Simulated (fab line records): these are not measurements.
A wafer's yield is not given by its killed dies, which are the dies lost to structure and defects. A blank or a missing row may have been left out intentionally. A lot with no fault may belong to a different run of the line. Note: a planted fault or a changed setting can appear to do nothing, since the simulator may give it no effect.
Chamber matching | flow nandHarc | NHARC_P_CONTACT_ALD_22 on aldMetal-02: 4 sister chambers
The step deposits TiN, target thk 3 nm, pulse time 1 s, ald cycles 150. 8 wafers are shown with their chamber, then 9 later ones without.

== WAFERS PAIRED WITH THEIR CHAMBERS ==
wafer  | chamber | heaterPowerW (W) | precursorPulseHeightRel
L082.1 | 2       | 1054             | 0.945
L082.2 | 1       | 1014             | 1.013
L082.4 | 0       | 1142             | 1.021
L089.1 | 0       | 1040             | 1.011
L089.5 | 2       | 1082             | 0.978
L092.1 | 3       | 1165             | 1.017
L092.3 | 1       | 956              | 1.039
L092.5 | 3       | 1140             | 0.973

== WAFERS WITHOUT THEIR CHAMBER ==
wafer  | heaterPowerW (W) | precursorPulseHeightRel
L094.2 | 1153             | 0.994
L094.4 | 968              | 0.967
L094.5 | 1051             | 0.978
L095.1 | 1143             | 1.013
L095.4 | 972              | 1.018
L095.5 | 1170             | 0.964
L096.2 | 965              | 0.993
L096.4 | 1058             | 1.003
L096.5 | 985              | 1.014

== WHICH CHAMBER EACH WENT THROUGH ==
wafer  | from the rows above               | in truth
L094.2 | can't be placed: 3 or 0           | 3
L094.4 | can't be placed: 2 or 1 or 0      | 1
L094.5 | can't be placed: 2 or 0 or 3 or 1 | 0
L095.1 | can't be placed: 3 or 0           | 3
L095.4 | 1                                 | 1
L095.5 | can't be placed: 3 or 2 or 0      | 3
L096.2 | can't be placed: 1 or 2 or 0      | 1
L096.4 | can't be placed: 0 or 2 or 1 or 3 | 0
L096.5 | can't be placed: 1 or 0           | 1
1 of 9 placed correctly. Cannot be placed on the basis of these rows: 8; the candidates contain the true chamber in 8. Wrongly placed: 0.
How it was worked out, from the rows above alone: a wafer's distance from a chamber is the root of the sum, over the readings, of the square of ((its reading less the chamber's mean) divided by the reading's scatter). If the next closest chamber is less than 2 further off than the closest, the wafer can't be placed; otherwise it belongs to the closest. For every chamber, the mean is computed from those of its wafers that are shown. The scatter is the square root of a quotient: the sum, over the shown wafers, of each reading's squared deviation from its chamber's mean, divided by wafers minus chambers.
